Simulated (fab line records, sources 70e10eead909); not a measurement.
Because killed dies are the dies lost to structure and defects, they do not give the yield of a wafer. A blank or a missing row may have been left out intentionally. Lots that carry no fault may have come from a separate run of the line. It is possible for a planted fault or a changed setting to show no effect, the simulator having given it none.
fab line records	flow nand_harc	part 1 of 2: steps 1 to 21 of 28
record: lots: 5	wafers: 15	last_day: 31
route steps=1302 shown A_CONTACT@1024
lots with no fault: from the same line, run without faults
start_h: the number of hours between the record's first day and the start of the first shown wafer of the lot	wait_h: hours elapsed since this lot's preceding step	" the same as in the row above	L1.1+2: a single row standing in for several wafers	- either no value or no given start	* or withheld: withheld	< > ~ a bound
route shown NAME@n: a module of which the file shows steps, and the number in the route of the first	usual: the fault-free wafers' mean and standard deviation	same: alike in all rows	chamber/n: place in a boat	sites: the reading at each site	_std_site: how widely they spread, as a standard deviation	_edge_site: inner sites' mean taken away from outer sites' mean	radius_mm: for every site, how far away it sits from the centre of the wafer	mask NAME#n: copy n	behind: tool/chamber where the wafer was last shaped	hold: cause of the lot's hold/its duration in hours/its outcome	device: which transistor (n, p or np) failed to switch	end of line: the same wafers' tests at the end of the route	a step without rows: its recipe alone	killed: dies lost to structure and defects at the first sort, not the wafer's yield	map: dies across one wafer; x = killed, . = not, _ = none there
set.NAME: setting as actually run; set.NAME@STEP: the setting as run at that earlier step	model.NAME: the simulator's own value behind a step, which no gauge read
a table for each step, a row for each wafer; lots at some steps of the route
services: from which hour (start_h, from the record's first day; less than 0 if before it) a tool's chamber was out of use, for how many hours, and why
== steps ==
step: NHARC_A_CONTACT_ETCH_102
recipe: target_depth_a: 1000	overetch_a: 100	time_s: 55	ion_energy_ev: 100	cf4_flow_sccm: 80	o2_flow_sccm: 20	ar_flow_sccm: 0	rf_w: 300	bias_w: 100	chemistry: CF4/O2
usual: drypump_motor_current_A: 5.6/0.61	o2_flow_sccm: 20.00/0.06	oes_f_703_au: 1.000/0.0041	oes_product_au: 1.000/0.0097	rf_vpp_V: 198.1/1.5	showerhead_plenum_p_Torr: 1.35/0.068	throttle_valve_pct: 13.397/0.0077
lot.wafer	tool	chamber	start_h	wait_h	drypump_motor_current_A	o2_flow_sccm	oes_f_703_au	oes_product_au	rf_hours_counter_h	rf_vpp_V	showerhead_plenum_p_Torr	throttle_valve_pct
L075.3	rie_diel-10	3	512.43	0.1	6.8	19.95	1.000	1.002	23	198.1	1.38	13.385
L075.1	"	2	"	"	5.1	19.88	0.995	1.021	27	199.5	1.44	13.411
L075.5	"	3	"	"	6.8	19.98	1.000	1.011	-	197.6	1.38	13.400
L078.4	rie_diel-13	1	528.58	0.1	5.7	19.93	0.998	0.984	0	197.9	1.36	13.396
L078.3	"	2	"	"	5.7	20.01	1.001	1.002	0	198.4	1.41	13.395
L078.2	"	3	"	"	4.8	20.00	0.997	1.011	0	195.8	1.26	13.399
L083.1	rie_diel-13	0	585.37	0.1	5.1	20.07	0.994	0.995	10	198.6	1.44	13.386
L083.3	"	2	"	"	5.7	19.92	1.000	0.995	10	200.6	1.41	13.403
L083.6	"	0	"	"	5.1	19.97	1.002	1.002	-	200.5	1.44	13.406
L084.2	rie_diel-13	3	602.58	0.2	4.8	20.02	1.001	0.999	14	196.7	1.25	13.385
L084.4	"	1	"	"	5.7	20.06	0.996	0.992	15	196.4	1.35	13.398
L084.5	"	3	"	"	4.8	20.09	1.002	0.993	-	196.5	1.25	13.382
L091.1	rie_diel-13	2	664.02	0.1	5.7	19.93	0.996	1.002	25	198.8	1.40	13.402
L091.3	"	3	"	"	4.8	20.01	1.000	0.989	23	196.2	1.25	13.398
L091.4	"	2	"	"	5.7	20.06	0.993	0.997	-	198.2	1.40	13.394
step: NHARC_A_CONTACT_STRIP_55
recipe: o2_flow_sccm: 500	ar_flow_sccm: 0	bias_w: 0	chemistry: O2
usual: drypump_motor_current_A: 5.6/0.59	o2_flow_sccm: 499.8/1.5	oes_product_au: 1.001/0.01	rf_vpp_V: 57.7/0.79	showerhead_plenum_p_Torr: 3.57/0.17	throttle_valve_pct: 17.036/0.0085
lot.wafer	tool	chamber	start_h	wait_h	drypump_motor_current_A	o2_flow_sccm	oes_product_au	rf_hours_counter_h	rf_vpp_V	showerhead_plenum_p_Torr	throttle_valve_pct
L075.3	rie_diel-10	3	-	-	6.8	500.3	1.001	23	57.1	3.65	17.032
L075.1	"	1	"	"	6.5	501.9	1.019	27	57.1	3.37	17.032
L075.5	"	0	"	"	5.5	496.7	0.996	-	58.3	3.62	17.030
L078.3	rie_diel-13	2	-	-	5.7	500.2	0.984	0	58.8	3.71	17.040
L078.2	"	3	"	"	4.8	497.9	1.001	0	56.8	3.33	17.031
L078.4	"	0	"	"	5.1	500.6	0.995	0	59.8	3.81	17.052
L083.3	rie_diel-13	2	-	-	5.7	499.7	1.001	10	57.6	3.71	17.046
L083.1	"	3	"	"	4.8	499.1	1.009	10	57.0	3.32	17.052
L083.6	"	2	"	"	5.7	502.8	1.001	-	58.3	3.71	17.028
L084.2	rie_diel-13	3	-	-	4.8	497.6	0.994	14	56.6	3.32	17.027
L084.4	"	1	"	"	5.7	504.1	0.988	15	56.4	3.57	17.038
L084.5	"	0	"	"	5.1	500.6	1.016	-	58.7	3.80	17.018
L091.1	rie_diel-13	1	-	-	5.7	501.0	0.997	26	59.0	3.57	17.028
L091.3	"	3	"	"	4.8	499.0	0.993	23	57.9	3.32	17.044
L091.4	"	3	"	"	4.8	500.1	0.992	-	56.3	3.32	17.035
step: NHARC_A_CONTACT_STRIP_56
recipe: time_s: 600	temp_c: 30	chemistry: post_etch_residue_remover
usual: bath_heat_duty_pct: 13.0/1.3
lot.wafer	tool	chamber	start_h	wait_h	bath_heat_duty_pct
L075.5	wet_bench-05	6	512.84	-	10.7
L075.1	"	7	"	"	11.4
L075.3	"	0	"	"	13.4
L078.4	wet_bench-03	2	528.97	-	13.1
L078.3	"	3	"	"	11.0
L078.2	"	5	"	"	14.1
L083.3	wet_bench-05	7	585.77	-	12.2
L083.6	"	2	"	"	14.6
L083.1	"	3	"	"	11.9
L084.5	wet_bench-07	1	602.99	-	12.5
L084.2	"	2	"	"	15.4
L084.4	"	3	"	"	14.8
L091.1	wet_bench-05	7	664.48	-	11.8
L091.4	"	0	"	"	12.4
L091.3	"	1	"	"	13.8
step: NHARC_A_CONTACT_DEP_57
recipe: target_thk_a: 53000	temp_c: 400	material: aC
usual: throttle_valve_pct: 35.000/0.0082
lot.wafer	tool	chamber	start_h	wait_h	throttle_valve_pct
L075.1	acl_dep-03	0	513.11	-	34.992
L075.3	"	0	514.17	-	35.011
L075.5	"	0	515.22	-	34.990
L078.2	acl_dep-02	0	530.81	-	35.011
L078.3	"	0	"	"	34.992
L078.4	"	0	"	"	34.996
L083.1	acl_dep-03	0	587.23	-	35.009
L083.3	"	0	588.30	-	35.002
L083.6	"	0	589.90	-	35.000
L084.2	acl_dep-03	0	605.94	-	34.999
L084.4	"	0	607.03	-	35.009
L084.5	"	0	"	"	34.994
L091.1	acl_dep-01	0	668.27	-	34.999
L091.3	"	0	669.33	-	35.008
L091.4	"	0	"	"	34.994
step: NHARC_A_CONTACT_DEP_58
recipe: target_thk_a: 900	target_thk_nm: 90	temp_c: 400	pressure_torr: 3.5	flow_sccm: 200	rf_w: 350	material: SiON
usual: heater_power_w: 732/110
lot.wafer	tool	chamber	start_h	wait_h	heater_power_w	since_wet_clean_h
L075.1	pecvd-01	2	516.32	2.7	830	11
L075.3	"	1	"	"	651	11
L075.5	"	0	"	"	850	-
L078.2	pecvd-02	0	533.53	2.2	600	112
L078.3	"	1	"	"	723	112
L078.4	"	0	"	"	599	-
L083.3	pecvd-03	2	590.53	1.7	665	30
L083.1	"	1	"	"	866	31
L083.6	"	0	"	"	786	-
L084.2	pecvd-01	0	608.67	2.2	855	104
L084.4	"	1	"	"	624	-
L084.5	"	2	"	"	903	-
L091.1	pecvd-02	1	671.56	2.8	671	69
L091.3	"	0	"	"	523	70
L091.4	"	1	"	"	673	-
step: NHARC_A_CONTACT_DEHYDRATE_59
recipe: temp_c: 150	time_s: 120
usual: chill_plate_temp_C: 23.02/0.12
lot.wafer	tool	chamber	start_h	wait_h	chill_plate_temp_C
L075.1	litho_track-01	0	516.59	0.2	22.90
L075.3	"	0	"	"	23.05
L075.5	"	0	"	"	23.09
L078.2	litho_track-04	0	533.80	0.2	23.04
L078.3	"	0	"	"	22.97
L078.4	"	0	"	"	23.04
L083.1	litho_track-01	0	590.80	0.2	22.88
L083.3	"	0	"	"	22.94
L083.6	"	0	"	"	22.78
L084.2	litho_track-06	0	608.97	0.3	23.04
L084.4	"	0	"	"	23.00
L084.5	"	0	"	"	22.99
L091.1	litho_track-01	0	671.83	0.2	23.21
L091.3	"	0	"	"	23.07
L091.4	"	0	"	"	22.93
step: NHARC_A_CONTACT_HMDS_60
recipe: time_s: 30
usual: chill_plate_temp_C: 23.02/0.1
lot.wafer	tool	chamber	start_h	wait_h	chill_plate_temp_C
L075.1	litho_track-01	0	-	-	23.05
L075.3	"	0	"	"	22.89
L075.5	"	0	"	"	23.04
L078.2	litho_track-04	0	-	-	22.92
L078.3	"	0	"	"	23.03
L078.4	"	0	"	"	22.98
L083.1	litho_track-01	0	-	-	23.08
L083.3	"	0	"	"	23.09
L083.6	"	0	"	"	22.97
L084.2	litho_track-06	0	-	-	23.08
L084.4	"	0	"	"	23.10
L084.5	"	0	"	"	23.05
L091.1	litho_track-01	0	-	-	23.03
L091.3	"	0	"	"	23.29
L091.4	"	0	"	"	23.09
step: NHARC_A_CONTACT_COAT_61
recipe: temp_c: 260	time_s: 75
usual: chill_plate_temp_C: 22.98/0.1
lot.wafer	tool	chamber	start_h	wait_h	chill_plate_temp_C
L075.1	litho_track-01	0	-	-	22.80
L075.3	"	0	"	"	22.92
L075.5	"	0	"	"	22.99
L078.2	litho_track-04	0	-	-	23.02
L078.3	"	0	"	"	23.02
L078.4	"	0	"	"	23.05
L083.1	litho_track-01	0	-	-	22.85
L083.3	"	0	"	"	22.95
L083.6	"	0	"	"	22.83
L084.2	litho_track-06	0	-	-	23.08
L084.4	"	0	"	"	23.10
L084.5	"	0	"	"	23.12
L091.1	litho_track-01	0	-	-	23.04
L091.3	"	0	"	"	22.92
L091.4	"	0	"	"	23.01
step: NHARC_A_CONTACT_COAT_62
recipe: temp_c: 225	time_s: 65
usual: chill_plate_temp_C: 22.99/0.098
lot.wafer	tool	chamber	start_h	wait_h	chill_plate_temp_C
L075.1	litho_track-01	0	-	-	22.99
L075.3	"	0	"	"	22.86
L075.5	"	0	"	"	22.98
L078.2	litho_track-04	0	-	-	22.90
L078.3	"	0	"	"	23.08
L078.4	"	0	"	"	22.98
L083.1	litho_track-01	0	-	-	22.90
L083.3	"	0	"	"	22.88
L083.6	"	0	"	"	22.92
L084.2	litho_track-06	0	-	-	22.92
L084.4	"	0	"	"	23.07
L084.5	"	0	"	"	23.07
L091.1	litho_track-01	0	-	-	23.05
L091.3	"	0	"	"	23.00
L091.4	"	0	"	"	22.91
step: NHARC_A_CONTACT_COAT_63
recipe: spin_rpm: 1500	resist_thk_nm: 90
usual: chill_plate_temp_C: 22.99/0.11
lot.wafer	tool	chamber	start_h	wait_h	chill_plate_temp_C
L075.1	litho_track-01	0	-	-	23.04
L075.3	"	0	"	"	22.89
L075.5	"	0	"	"	22.98
L078.2	litho_track-04	0	-	-	23.12
L078.3	"	0	"	"	22.98
L078.4	"	0	"	"	23.10
L083.1	litho_track-01	0	-	-	22.81
L083.3	"	0	"	"	22.78
L083.6	"	0	"	"	22.87
L084.2	litho_track-06	0	-	-	22.98
L084.4	"	0	"	"	22.83
L084.5	"	0	"	"	23.01
L091.1	litho_track-01	0	-	-	23.13
L091.3	"	0	"	"	23.25
L091.4	"	0	"	"	23.07
step: NHARC_A_CONTACT_SOFTBAKE_64
recipe: temp_c: 105	time_s: 55
usual: chill_plate_temp_C: 23.00/0.11
lot.wafer	tool	chamber	start_h	wait_h	chill_plate_temp_C
L075.1	litho_track-01	0	-	-	23.03
L075.3	"	0	"	"	22.94
L075.5	"	0	"	"	22.86
L078.2	litho_track-04	0	-	-	23.01
L078.3	"	0	"	"	22.84
L078.4	"	0	"	"	22.96
L083.1	litho_track-01	0	-	-	23.00
L083.3	"	0	"	"	23.09
L083.6	"	0	"	"	23.02
L084.2	litho_track-06	0	-	-	23.02
L084.4	"	0	"	"	23.11
L084.5	"	0	"	"	22.92
L091.1	litho_track-01	0	-	-	23.01
L091.3	"	0	"	"	22.89
L091.4	"	0	"	"	22.96
step: NHARC_A_CONTACT_EBR_65
usual: chill_plate_temp_C: 23.00/0.088
lot.wafer	tool	chamber	start_h	wait_h	chill_plate_temp_C
L075.1	litho_track-01	0	-	-	22.96
L075.3	"	0	"	"	23.05
L075.5	"	0	"	"	23.05
L078.2	litho_track-04	0	-	-	22.87
L078.3	"	0	"	"	22.96
L078.4	"	0	"	"	22.96
L083.1	litho_track-01	0	-	-	23.09
L083.3	"	0	"	"	23.09
L083.6	"	0	"	"	23.07
L084.2	litho_track-06	0	-	-	22.92
L084.4	"	0	"	"	22.89
L084.5	"	0	"	"	22.99
L091.1	litho_track-01	0	-	-	22.95
L091.3	"	0	"	"	22.96
L091.4	"	0	"	"	22.85
step: NHARC_A_CONTACT_EXPOSE_66
recipe: na: 1.35	sigma_outer: 0.8	dose_mj: 59.02	mask_id: A_CC_2
lot.wafer	tool	chamber	start_h	wait_h	mask
L075.1+3+5	arfi_scanner-01	0	516.78	-	A_CC_2#0
L078.2+3+4	arfi_scanner-02	0	533.99	-	A_CC_2#0
L083.1+3+6	arfi_scanner-02	0	590.98	-	A_CC_2#0
L084.2+4+5	arfi_scanner-02	0	609.29	-	A_CC_2#0
L091.1+3+4	arfi_scanner-03	0	672.14	-	A_CC_2#0
step: NHARC_A_CONTACT_PEB_67
recipe: peb_temp_c: 100	peb_time_s: 65
usual: chill_plate_temp_C: 22.98/0.096
lot.wafer	tool	chamber	start_h	wait_h	chill_plate_temp_C
L075.1	litho_track-06	0	516.84	0.1	22.94
L075.3	"	0	"	"	22.71
L075.5	"	0	"	"	22.85
L078.2	litho_track-01	0	534.04	0.1	22.95
L078.3	"	0	"	"	22.91
L078.4	"	0	"	"	22.89
L083.1	litho_track-06	0	591.04	0.1	23.05
L083.3	"	0	"	"	23.13
L083.6	"	0	"	"	23.04
L084.2	litho_track-04	0	609.35	0.1	23.16
L084.4	"	0	"	"	23.04
L084.5	"	0	"	"	22.92
L091.1	litho_track-04	0	672.20	0.1	22.90
L091.3	"	0	"	"	22.83
L091.4	"	0	"	"	22.82
step: NHARC_A_CONTACT_DEVELOP_68
recipe: develop_time_s: 35	dev_temp_c: 23
usual: chill_plate_temp_C: 22.99/0.095
lot.wafer	tool	chamber	start_h	wait_h	chill_plate_temp_C
L075.1	litho_track-06	0	-	-	23.01
L075.3	"	0	"	"	22.90
L075.5	"	0	"	"	22.92
L078.2	litho_track-01	0	-	-	22.96
L078.3	"	0	"	"	22.94
L078.4	"	0	"	"	22.88
L083.1	litho_track-06	0	-	-	22.93
L083.3	"	0	"	"	22.98
L083.6	"	0	"	"	23.15
L084.2	litho_track-04	0	-	-	23.06
L084.4	"	0	"	"	23.05
L084.5	"	0	"	"	23.09
L091.1	litho_track-04	0	-	-	22.95
L091.3	"	0	"	"	22.96
L091.4	"	0	"	"	22.98
step: NHARC_A_CONTACT_CD_MEAS_69
recipe: target_cd_nm: 300	landing_energy_ev: 500
usual: cd_nm: 300.0/0.52
lot.wafer	tool	chamber	start_h	wait_h	cd_nm
L075.1	cd_sem-02	0	516.91	-	300.5
L075.3	"	0	"	"	299.6
L075.5	"	0	"	"	300.0
L078.2	cd_sem-01	0	534.13	-	299.0
L078.3	"	0	"	"	299.3
L078.4	"	0	"	"	299.8
L083.1	cd_sem-02	0	591.12	-	300.8
L083.3	"	0	"	"	299.6
L083.6	"	0	"	"	299.9
L084.2	cd_sem-03	0	609.43	-	300.8
L084.4	"	0	"	"	300.6
L084.5	"	0	"	"	300.2
L091.1	cd_sem-02	0	672.28	-	300.1
L091.3	"	0	"	"	300.8
L091.4	"	0	"	"	300.7
step: NHARC_A_CONTACT_OVL_MEAS_70
usual: overlay_x_nm: -0.2/0.77	overlay_y_nm: 0.0/0.9
lot.wafer	tool	chamber	start_h	wait_h	overlay_x_nm	overlay_y_nm
L075.1	overlay-01	-	517.00	-	-1.7	-0.6
L075.3	"	-	"	"	-0.9	-0.4
L075.5	"	-	"	"	-1.2	-0.2
L078.2	overlay-01	-	534.21	-	-0.7	-0.3
L078.3	"	-	"	"	-0.2	0.0
L078.4	"	-	"	"	-0.4	-0.4
L083.1	overlay-02	-	591.21	-	0.7	-0.2
L083.3	"	-	"	"	1.0	0.2
L083.6	"	-	"	"	0.8	-0.1
L084.2	overlay-01	-	609.51	-	-0.8	-0.2
L084.4	"	-	"	"	-0.5	-0.3
L084.5	"	-	"	"	-0.1	-0.3
L091.1	overlay-02	-	672.37	-	0.2	-1.0
L091.3	"	-	"	"	-0.1	-1.3
L091.4	"	-	"	"	0.3	-1.4
step: NHARC_A_CONTACT_INSPECT_71
usual: raw_defect_count: 79/26
lot.wafer	tool	chamber	start_h	wait_h	raw_defect_count
L075.1	defect_inspect-02	-	517.04	0.0	93
L075.3	"	-	"	"	106
L075.5	"	-	"	"	114
L078.2	defect_inspect-01	-	534.25	0.0	104
L078.3	"	-	"	"	115
L078.4	"	-	"	"	120
L083.1	defect_inspect-01	-	591.25	0.0	77
L083.3	"	-	"	"	62
L083.6	"	-	"	"	79
L084.2	defect_inspect-02	-	609.55	0.0	82
L084.4	"	-	"	"	77
L084.5	"	-	"	"	84
L091.1	defect_inspect-02	-	672.40	0.0	76
L091.3	"	-	"	"	66
L091.4	"	-	"	"	85
step: NHARC_A_CONTACT_DESCUM_74
recipe: time_s: 3	o2_flow_sccm: 200	ar_flow_sccm: 0	bias_power_w: 0	chemistry: O2
usual: drypump_motor_current_A: 5.5/0.53	o2_flow_sccm: 200.0/0.7	oes_product_au: 0.998/0.011	rf_vpp_V: 57.8/0.86	showerhead_plenum_p_Torr: 1.93/0.1	throttle_valve_pct: 11.312/0.0092
lot.wafer	tool	chamber	start_h	wait_h	drypump_motor_current_A	o2_flow_sccm	oes_product_au	rf_hours_counter_h	rf_vpp_V	showerhead_plenum_p_Torr	throttle_valve_pct
L075.1	rie_diel-10	0	517.10	0.1	5.5	200.0	0.998	30	57.6	1.97	11.322
L075.3	"	1	"	"	6.5	200.4	0.996	29	57.5	1.82	11.292
L075.5	"	1	"	"	6.5	202.2	0.992	-	56.4	1.82	11.293
L078.3	rie_diel-13	0	534.31	0.1	5.1	200.4	1.009	2	58.4	2.08	11.318
L078.4	"	1	"	"	5.7	199.3	0.986	2	57.5	1.94	11.304
L078.2	"	2	"	"	5.7	199.6	0.992	1	58.1	2.02	11.299
L083.3	rie_diel-02	2	591.31	0.1	6.2	199.9	0.987	3	58.4	1.96	11.317
L083.1	"	3	"	"	5.3	200.5	0.986	2	58.7	1.88	11.321
L083.6	"	2	"	"	6.3	200.1	0.981	-	57.4	1.96	11.319
L084.4	rie_diel-13	1	609.61	0.1	5.7	199.1	1.000	17	58.5	1.94	11.299
L084.2	"	3	"	"	4.7	198.7	0.996	15	57.4	1.79	11.310
L084.5	"	1	"	"	5.7	201.0	0.993	-	59.1	1.94	11.310
L091.1	rie_diel-02	3	672.46	0.1	5.3	199.5	1.012	32	57.0	1.87	11.305
L091.3	"	0	"	"	6.0	201.0	0.989	23	58.0	1.78	11.316
L091.4	"	2	"	"	6.2	200.1	0.982	32	57.5	1.95	11.312
step: NHARC_A_CONTACT_ETCH_75
recipe: target_depth_a: 390	over_etch_frac: 0.3	time_s: 65	ion_energy_ev: 80	cf4_flow_sccm: 150	ar_flow_sccm: 0	rf_w: 300	bias_w: 100	chemistry: CF4
usual: drypump_motor_current_A: 5.5/0.53	oes_product_au: 0.998/0.0098	rf_vpp_V: 151.6/1.4	showerhead_plenum_p_Torr: 1.78/0.089	throttle_valve_pct: 13.284/0.0091
lot.wafer	tool	chamber	start_h	wait_h	drypump_motor_current_A	oes_product_au	rf_hours_counter_h	rf_vpp_V	showerhead_plenum_p_Torr	throttle_valve_pct
L075.1	rie_diel-10	0	517.19	0.1	5.5	0.997	30	152.6	1.82	13.280
L075.3	"	3	"	"	6.8	0.991	25	151.7	1.83	13.261
L075.5	"	1	"	"	6.5	0.997	-	149.9	1.69	13.279
L078.2	rie_diel-13	2	534.39	0.1	5.7	1.003	1	151.7	1.86	13.287
L078.3	"	0	"	"	5.1	1.010	2	150.8	1.91	13.290
L078.4	"	1	"	"	5.7	0.977	2	152.8	1.79	13.281
L083.3	rie_diel-02	2	591.41	0.1	6.2	0.990	3	151.2	1.81	13.287
L083.1	"	3	"	"	5.3	0.997	2	152.5	1.74	13.284
L083.6	"	0	"	"	6.0	0.996	-	149.1	1.66	13.287
L084.2	rie_diel-13	2	609.70	0.1	5.7	0.994	16	154.0	1.86	13.273
L084.4	"	1	"	"	5.7	0.992	17	152.8	1.79	13.288
L084.5	"	2	"	"	5.7	0.998	-	152.3	1.86	13.296
L091.1	rie_diel-02	0	672.55	0.1	6.0	0.994	23	149.4	1.65	13.300
L091.3	"	2	"	"	6.3	0.995	32	150.1	1.80	13.286
L091.4	"	3	"	"	5.3	1.009	32	152.2	1.73	13.273
step: NHARC_A_CONTACT_ETCH_76
recipe: target_depth_a: 2600	over_etch_frac: 0.3	time_s: 475.3	ion_energy_ev: 200	n2_flow_sccm: 150	h2_flow_sccm: 150	ar_flow_sccm: 0	rf_w: 400	bias_w: 150	chemistry: N2/H2
usual: drypump_motor_current_A: 5.5/0.53	oes_product_au: 0.999/0.011	rf_vpp_V: 431.2/3	showerhead_plenum_p_Torr: 2.06/0.11	throttle_valve_pct: 14.172/0.01
lot.wafer	tool	chamber	start_h	wait_h	drypump_motor_current_A	oes_product_au	rf_hours_counter_h	rf_vpp_V	showerhead_plenum_p_Torr	throttle_valve_pct
L075.1	rie_diel-10	3	-	-	6.8	1.003	25	430.9	2.11	14.181
L075.3	"	1	"	"	6.5	1.003	29	429.0	1.94	14.169
L075.5	"	3	"	"	6.8	0.998	-	431.1	2.11	14.181
L078.3	rie_diel-13	1	-	-	5.7	0.984	2	432.4	2.07	14.179
L078.2	"	3	"	"	4.8	1.006	1	427.9	1.91	14.176
L078.4	"	0	"	"	5.1	1.003	2	435.3	2.22	14.168
L083.1	rie_diel-02	2	-	-	6.2	0.989	3	431.2	2.09	14.198
L083.3	"	3	"	"	5.3	0.998	2	429.2	2.01	14.152
L083.6	"	1	"	"	5.3	1.006	-	433.1	2.15	14.167
L084.4	rie_diel-13	2	-	-	5.7	0.997	16	432.6	2.15	14.164
L084.2	"	3	"	"	4.8	0.992	15	426.3	1.91	14.172
L084.5	"	2	"	"	5.7	1.000	-	432.7	2.15	14.173
L091.3	rie_diel-02	1	-	-	5.3	1.009	34	434.3	2.14	14.181
L091.4	"	2	"	"	6.3	0.982	32	431.0	2.08	14.166
L091.1	"	3	"	"	5.3	1.000	32	428.5	2.00	14.162
